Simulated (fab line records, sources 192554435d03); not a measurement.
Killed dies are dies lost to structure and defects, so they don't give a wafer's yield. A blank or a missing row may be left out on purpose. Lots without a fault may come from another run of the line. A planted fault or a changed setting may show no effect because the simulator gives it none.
A struck lot beside a sound one | flow n5_finfet | 20 steps out of a route of 1938
Sound: wafers L457.1, L457.5, L457.6. Struck: wafers L452.4, L452.5, L452.6. The cause comes at the end.
At each step with rows: each side's tool, then ch and its chambers, then its first start. Under that, the readings that differ: sound wafers | struck wafers | difference of the means | sigmas: that difference in standard deviations of wafers without a fault.
alike: readings whose means differ by less than 2 such deviations, and words and numbers that are the same on both sides. not compared: withheld readings, readings that some wafer has no value for, bounds like >300 that may hide the same value, and numbers for which the record gives no deviation and whose values overlap.
The two part at a step that has a row with sigmas, a row that says differs or no value, or rows on one side only. Numbers that don't overlap but have no deviation are shown without sigmas and don't part them. A reading that every wafer of one side lacks parts them only if that side has two wafers or more.

first, 11 steps without rows for these wafers: N5_BEOL_M0_SAQP_MANDREL_ETCH_20 (etches a-Si in HBr/Cl2, stops on SiNx, target depth 60 nm, bt time 10 s, time 30 s); N5_BEOL_M0_SAQP_STRIP_86 (strips in N2/H2); N5_BEOL_M0_SAQP_STRIP_115 (strips in post etch residue remover, time 60 s); N5_BEOL_M0_SAQP_SRD_93 (time 30 s); N5_BEOL_M0_SAQP_RECESS_114 (chemistry HF/NH3, target SiO2, target depth 14.4 nm, afs cycles 3, sublimation time 60 s); N5_BEOL_M0_SAQP_SPACER1_ALD_98 (deposits SiO2, target thk 12.8 nm, pulse time 1 s, purge time 2 s); N5_BEOL_M0_SAQP_SPACER1_ETCHBACK_99 (etches SiO2 in CHF3/O2, target depth 15.4 nm, time 7.7 s); N5_BEOL_M0_SAQP_MANDREL1_REMOVE_100 (chemistry HBr/Cl2/O2, target a-Si, stops on SiNx, bt time 10 s); N5_BEOL_M0_SAQP_ETCH_101 (etches SiNx in CH3F/O2, target depth 29.9 nm, time 42.7 s); N5_BEOL_M0_SAQP_ETCH_102 (etches SiO2 in CF4, target depth 4 nm, time 4.4 s); N5_BEOL_M0_SAQP_MANDREL_ETCH_103 (etches a-Si in HBr/Cl2, stops on SiCN, target depth 45 nm, bt time 10 s, time 27 s).
N5_BEOL_M0_SAQP_RECESS_104: chemistry HF/NH3, target SiO2, target depth 18 nm, afs cycles 3, sublimation time 60 s.
  sound on vapor_etch-02 ch 0,1, day 10 11:52; struck on vapor_etch-02 ch 0,1, day 9 08:47
  no value came back on the struck wafers for afs_cycles, drypump_motor_current_A (A), foreline_p_Torr (Torr), sublimation_time_s (s); on the sound wafers afs_cycles reads 3 3 3
  reading                                         | sound       | struck | difference | sigmas
  model.SiCN_of_BEOL_M0_SAQP_PECVD_03.thk_nm (nm) | 8.4 8.8 8.4 | 9 9 9  | +0         |
then, 4 steps without rows for these wafers: N5_BEOL_M0_SAQP_COAT_105 (time 60 s, resist thk 100 nm); N5_BEOL_M0_SAQP_ETCH_106 (etches SOC in N2/H2, stops on SiNx, target depth 150 nm); N5_BEOL_M0_SAQP_ETCH_107 (etches SiNx in CH3F/O2, target depth 30 nm); N5_BEOL_M0_SAQP_STRIP_108 (strips in N2/H2).
N5_BEOL_M0_SAQP_RECESS_109: chemistry HF/NH3, target SiO2, target depth 3 nm, afs cycles 1, sublimation time 60 s.
  sound on vapor_etch-01 ch 0,1, day 10 12:36; struck on vapor_etch-02 ch 0,1, day 9 09:19
  reading                                         | sound       | struck  | difference | sigmas
  model.SiCN_of_BEOL_M0_SAQP_PECVD_03.thk_nm (nm) | 8.2 8.6 8.4 | 8.8 9 9 | +0.5       |
  alike: drypump_motor_current_A, foreline_p_Torr
then, 1 step without rows for these wafers: N5_BEOL_M0_SAQP_SPACER2_ALD_26 (deposits SiO2, target thk 15 nm, pulse time 1 s, purge time 2 s).
N5_BEOL_M4_RC_MEAS_101:
  the record has rows for the sound wafers here (prober-02 ch 0, day 12 18:07) and none for the struck ones
-- the record jumps here: 6 days lie between the struck wafers' starts before and after (it left off in module BEOL_M4 and takes up again in module PASSIVATION, whose first step shown is number 1936 of the route) --
N5_PASSIVATION_PROBE_49:
  the record has rows for the struck wafers here (prober-01, day 15 13:17) and none for the sound ones

WHERE THEY PART
First at N5_BEOL_M0_SAQP_RECESS_104; last, within this record, at N5_PASSIVATION_PROBE_49.

WHY: what the simulator had put in
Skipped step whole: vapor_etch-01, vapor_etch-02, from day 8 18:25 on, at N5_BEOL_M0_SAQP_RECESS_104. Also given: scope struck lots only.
